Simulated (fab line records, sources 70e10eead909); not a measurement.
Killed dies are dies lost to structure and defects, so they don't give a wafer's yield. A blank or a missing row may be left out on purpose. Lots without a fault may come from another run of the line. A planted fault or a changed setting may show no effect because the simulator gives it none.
Which tool did it? | flow nand_harc | 12 lots, 36 wafers sampled, at 6 steps of a route of 1302

WHAT THE GAUGES READ, wafer by wafer
NHARC_P_STI_OVL_MEAS_10.
lot  | measured     | on         | overlay_x_nm (nm) | overlay_y_nm (nm)
L656 | day 3 08:11  | overlay-01 | 7 7 7             | -10 -11 -11
L657 | day 3 16:40  | overlay-01 | -3 -4 -4          | -3 -3 -3
L660 | day 4 22:15  | overlay-02 | -5 -5 -5          | -6 -5 -5
L661 | day 5 07:02  | overlay-02 | 1 1 1             | -9 -9 -9
L662 | day 5 19:11  | overlay-01 | 7 7 7             | 9 10 10
L663 | day 6 05:56  | overlay-02 | 6 5 5             | 0 0 0
L671 | day 9 10:01  | overlay-01 | 10 9 9            | 5 6 6
L673 | day 10 06:31 | overlay-02 | -10 -10 -11       | -5 -6 -6
L674 | day 10 18:06 | overlay-01 | -3 -3 -3          | 4 4 4
L675 | day 11 03:17 | overlay-02 | 7 6 7             | 5 4 4
L677 | day 12 01:23 | overlay-01 | 0 1 1             | -3 -3 -4
L678 | day 12 12:02 | overlay-02 | 9 10 9            | 0 -1 -1

NHARC_P_GATE_CD_MEAS_46: target cd 720 nm.
lot  | measured     | on        | cd_nm (nm)
L656 | day 5 23:54  | cd_sem-01 | 720.9 720.2 720.7
L657 | day 6 06:55  | cd_sem-03 | 720.2 718.1 718.8
L660 | day 7 15:53  | cd_sem-03 | 666.5 667.4 665.7
L661 | day 8 05:01  | cd_sem-01 | 721.7 722.4 722.1
L662 | day 8 18:04  | cd_sem-01 | 719.9 719.4 720.1
L663 | day 9 01:52  | cd_sem-03 | 719.9 722.9 720.5
L671 | day 11 23:28 | cd_sem-02 | 720.3 720.0 720.8
L673 | day 13 00:20 | cd_sem-02 | 720.7 720.5 720.0
L674 | day 13 17:58 | cd_sem-03 | 720.4 719.1 720.5
L675 | day 13 18:47 | cd_sem-03 | 721.8 720.4 720.4
L677 | day 15 02:46 | cd_sem-02 | 719.5 718.2 719.1
L678 | day 15 01:53 | cd_sem-01 | 721.9 719.8 720.7

NHARC_END_SORT_01.
lot  | measured     | on        | killed_at_array | killed_at_other | killed_at_periphery | killed_dies | killed_open | killed_short
L660 | day 26 11:11 | prober-02 | 45              | 1               | 9                   | 55          | 3           | 0

WHICH TOOL RAN EACH LOT (tool, then ch and the chambers of the sampled wafers, then the start)
lot  | NHARC_P_GATE_STRIP_108             | NHARC_P_GATE_ALD_36               | NHARC_P_GATE_EXPOSE_43
L656 | rie_diel-09 ch 1,2,3, day 5 10:32  | ald_sin-02 ch 0,1,2, day 5 15:25  | krf_scanner-03 ch 0, day 5 23:46
L657 | rie_diel-09 ch 0,1,2, day 5 19:46  | ald_sin-04 ch 1,2,3, day 5 22:29  | krf_scanner-02 ch 0, day 6 06:45
L660 | rie_diel-07 ch 0,1,3, day 7 04:34  | ald_sin-04 ch 0,1,3, day 7 07:25  | krf_scanner-01 ch 0, day 7 15:44
L661 | rie_diel-06 ch 0,2,3, day 7 15:33  | ald_sin-03 ch 0,3, day 7 16:17    | krf_scanner-02 ch 0, day 8 04:52
L662 | rie_diel-06 ch 0,1,2, day 8 06:57  | ald_sin-02 ch 0,2,3, day 8 07:35  | krf_scanner-03 ch 0, day 8 17:55
L663 | rie_diel-09 ch 1,2, day 8 14:39    | ald_sin-04 ch 0,1, day 8 16:21    | krf_scanner-01 ch 0, day 9 01:42
L671 | rie_diel-09 ch 0,1,2, day 11 12:13 | ald_sin-02 ch 1,2, day 11 12:50   | krf_scanner-01 ch 0, day 11 23:19
L673 | rie_diel-06 ch 0,1,3, day 12 11:02 | ald_sin-04 ch 0,1,2, day 12 11:40 | krf_scanner-01 ch 0, day 13 00:10
L674 | rie_diel-07 ch 1,2,3, day 13 04:42 | ald_sin-02 ch 0,3, day 13 06:44   | krf_scanner-02 ch 0, day 13 17:48
L675 | rie_diel-09 ch 1,2,3, day 13 07:38 | ald_sin-03 ch 0,1,2, day 13 09:19 | krf_scanner-03 ch 0, day 13 18:38
L677 | rie_diel-06 ch 0,1,2, day 14 15:41 | ald_sin-03 ch 1,2,3, day 14 18:24 | krf_scanner-02 ch 0, day 15 02:37
L678 | rie_diel-07 ch 0,2,3, day 14 14:41 | ald_sin-02 ch 0,2,3, day 14 15:19 | krf_scanner-01 ch 0, day 15 01:44
- NHARC_P_GATE_STRIP_108: strips in O2.
- NHARC_P_GATE_ALD_36: deposits SiNx, target thk 20 nm, pulse time 60 s, ald cycles 223.
- NHARC_P_GATE_EXPOSE_43: exposes mask P NSD, target cd 720 nm.

WHAT THE TOOLS THEMSELVES READ (means of the sampled wafers that have a number; where no wafer has one, the mark that the record gives instead)
NHARC_P_GATE_STRIP_108.
lot  | tool        | drypump_motor_current_A (A) | oes_product_au (a.u.) | rf_vpp_V (V) | showerhead_plenum_p_Torr (Torr) | throttle_valve_pct (%)
L656 | rie_diel-09 | 5.3                         | 1.009                 | 57.0         | 3.49                            | 17.036
L657 | rie_diel-09 | 5.2                         | 0.995                 | 58.4         | 3.61                            | 17.042
L660 | rie_diel-07 | 5.8                         | 1.008                 | 57.8         | 3.63                            | 17.035
L661 | rie_diel-06 | 5.5                         | 0.994                 | 58.4         | 3.60                            | 17.047
L662 | rie_diel-06 | 5.3                         | 0.997                 | 57.8         | 3.48                            | 17.034
L663 | rie_diel-09 | 5.1                         | 1.003                 | 58.4         | 3.55                            | 17.028
L671 | rie_diel-09 | 5.2                         | 1.005                 | 58.1         | 3.60                            | 17.034
L673 | rie_diel-06 | 5.3                         | 0.998                 | 57.3         | 3.55                            | 17.030
L674 | rie_diel-07 | 5.6                         | 1.009                 | 57.8         | 3.51                            | 17.035
L675 | rie_diel-09 | 5.3                         | 1.004                 | 57.7         | 3.49                            | 17.033
L677 | rie_diel-06 | 5.3                         | 1.004                 | 58.4         | 3.48                            | 17.039
L678 | rie_diel-07 | 5.6                         | 1.008                 | 57.6         | 3.51                            | 17.039

NHARC_P_GATE_ALD_36.
lot  | tool       | heater_power_w (W) | precursor_pulse_height_rel
L656 | ald_sin-02 | 792                | 0.985
L657 | ald_sin-04 | 834                | 1.004
L660 | ald_sin-04 | 855                | 1.022
L661 | ald_sin-03 | 800                | 1.002
L662 | ald_sin-02 | 828                | 0.987
L663 | ald_sin-04 | 845                | 1.008
L671 | ald_sin-02 | 846                | 1.001
L673 | ald_sin-04 | 854                | 1.023
L674 | ald_sin-02 | 825                | 0.991
L675 | ald_sin-03 | 834                | 0.989
L677 | ald_sin-03 | 837                | 1.003
L678 | ald_sin-02 | 846                | 1.004

THE ANSWER, worked out from the rows above alone
Rule: what is usual is taken from the lots themselves. Put in order of their means at a reading, lots are off if they are a third of the lots or fewer, leave a main group of 4 or more, and stand apart from it by a gap of 3 or more times the standard deviation of the main group's means; of several such gaps the widest counts. A main group whose means are all the same, to the digits that the tables above print for the reading, isn't used. A lot without any number at a reading at which 4 lots or more have one is off too. The other lots that the step has rows for count as sound. The gauges are gone through in route order, then the tools' own readings, and for those a lot's mean is taken as printed above. The first step at which some lot is off is used, and at that step the reading that is off furthest; a lot without a number counts as furthest.
Off: L660, at NHARC_P_GATE_CD_MEAS_46 (cd_nm). The main group: mean 720.4 nm, standard deviation 0.86.
A tool fits if, at a process step before that reading, it ran every lot that is off, and no sound lot after the first of them. The gauges at NHARC_P_GATE_CD_MEAS_46 are tried like those tools. None of those tried fits.

WHAT THE SIMULATOR HAD PUT IN
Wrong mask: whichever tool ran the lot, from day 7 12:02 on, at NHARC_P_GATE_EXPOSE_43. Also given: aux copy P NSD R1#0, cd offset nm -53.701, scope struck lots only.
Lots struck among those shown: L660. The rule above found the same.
